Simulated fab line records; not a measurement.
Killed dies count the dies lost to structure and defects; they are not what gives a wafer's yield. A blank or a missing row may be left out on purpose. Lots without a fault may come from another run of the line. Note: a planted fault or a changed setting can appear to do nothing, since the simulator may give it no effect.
Matching of chambers || flow n5Finfet || rieDiel-02 running N5_BEOL_M10_VIA_ETCH_34: 4 sister chambers
The step etches SiCOH lowk in C4F6/O2, target depth 184.5 nm, time 69.2 s. 8 wafers are shown with their chamber, then 8 later ones without.

## WAFERS WITH THEIR CHAMBER
{"wafer": "L235.1", "chamber": 0, "showerheadPlenumPTorr (Torr)": 2.68, "throttleValvePct (%)": 20.90}
{"wafer": "L239.2", "chamber": 2, "showerheadPlenumPTorr (Torr)": 2.78, "throttleValvePct (%)": 21.10}
{"wafer": "L239.3", "chamber": 1, "showerheadPlenumPTorr (Torr)": 3.01, "throttleValvePct (%)": 20.87}
{"wafer": "L239.5", "chamber": 3, "showerheadPlenumPTorr (Torr)": 2.83, "throttleValvePct (%)": 21.33}
{"wafer": "L240.2", "chamber": 1, "showerheadPlenumPTorr (Torr)": 3.01, "throttleValvePct (%)": 20.87}
{"wafer": "L240.4", "chamber": 3, "showerheadPlenumPTorr (Torr)": 2.83, "throttleValvePct (%)": 21.33}
{"wafer": "L240.6", "chamber": 0, "showerheadPlenumPTorr (Torr)": 2.67, "throttleValvePct (%)": 20.92}
{"wafer": "L241.1", "chamber": 2, "showerheadPlenumPTorr (Torr)": 2.78, "throttleValvePct (%)": 21.11}

## WAFERS WITHOUT THEIR CHAMBER
{"wafer": "L241.2", "showerheadPlenumPTorr (Torr)": 2.67, "throttleValvePct (%)": 20.91}
{"wafer": "L241.3", "showerheadPlenumPTorr (Torr)": 3.01, "throttleValvePct (%)": 20.88}
{"wafer": "L243.1", "showerheadPlenumPTorr (Torr)": 2.83, "throttleValvePct (%)": 21.34}
{"wafer": "L243.5", "showerheadPlenumPTorr (Torr)": 3.01, "throttleValvePct (%)": 20.88}
{"wafer": "L243.6", "showerheadPlenumPTorr (Torr)": 2.78, "throttleValvePct (%)": 21.12}
{"wafer": "L244.3", "showerheadPlenumPTorr (Torr)": 2.67, "throttleValvePct (%)": 20.95}
{"wafer": "L244.4", "showerheadPlenumPTorr (Torr)": 3.01, "throttleValvePct (%)": 20.89}
{"wafer": "L244.5", "showerheadPlenumPTorr (Torr)": 2.77, "throttleValvePct (%)": 21.11}

## CHAMBER TAKEN BY EACH
{"wafer": "L241.2", "from the rows above": 0, "in truth": 0}
{"wafer": "L241.3", "from the rows above": 1, "in truth": 1}
{"wafer": "L243.1", "from the rows above": 3, "in truth": 3}
{"wafer": "L243.5", "from the rows above": 1, "in truth": 1}
{"wafer": "L243.6", "from the rows above": 2, "in truth": 2}
{"wafer": "L244.3", "from the rows above": 0, "in truth": 0}
{"wafer": "L244.4", "from the rows above": 1, "in truth": 1}
{"wafer": "L244.5", "from the rows above": 2, "in truth": 2}
Correctly placed: 8 of 8. Number that these rows cannot place: 0. Number placed wrongly: 0.
How it was worked out, from the rows above alone: a wafer's distance from a chamber is the root of the sum, over the readings, of the square of ((its reading less the chamber's mean) divided by the reading's scatter). If the next closest chamber is less than 2 further off than the closest, the wafer can't be placed; otherwise it belongs to the closest. The mean given for a chamber averages the wafers shown for that chamber. The scatter: the root of (the sum of the squares of (reading less its chamber's mean) over the shown wafers, divided by (wafers less chambers)).
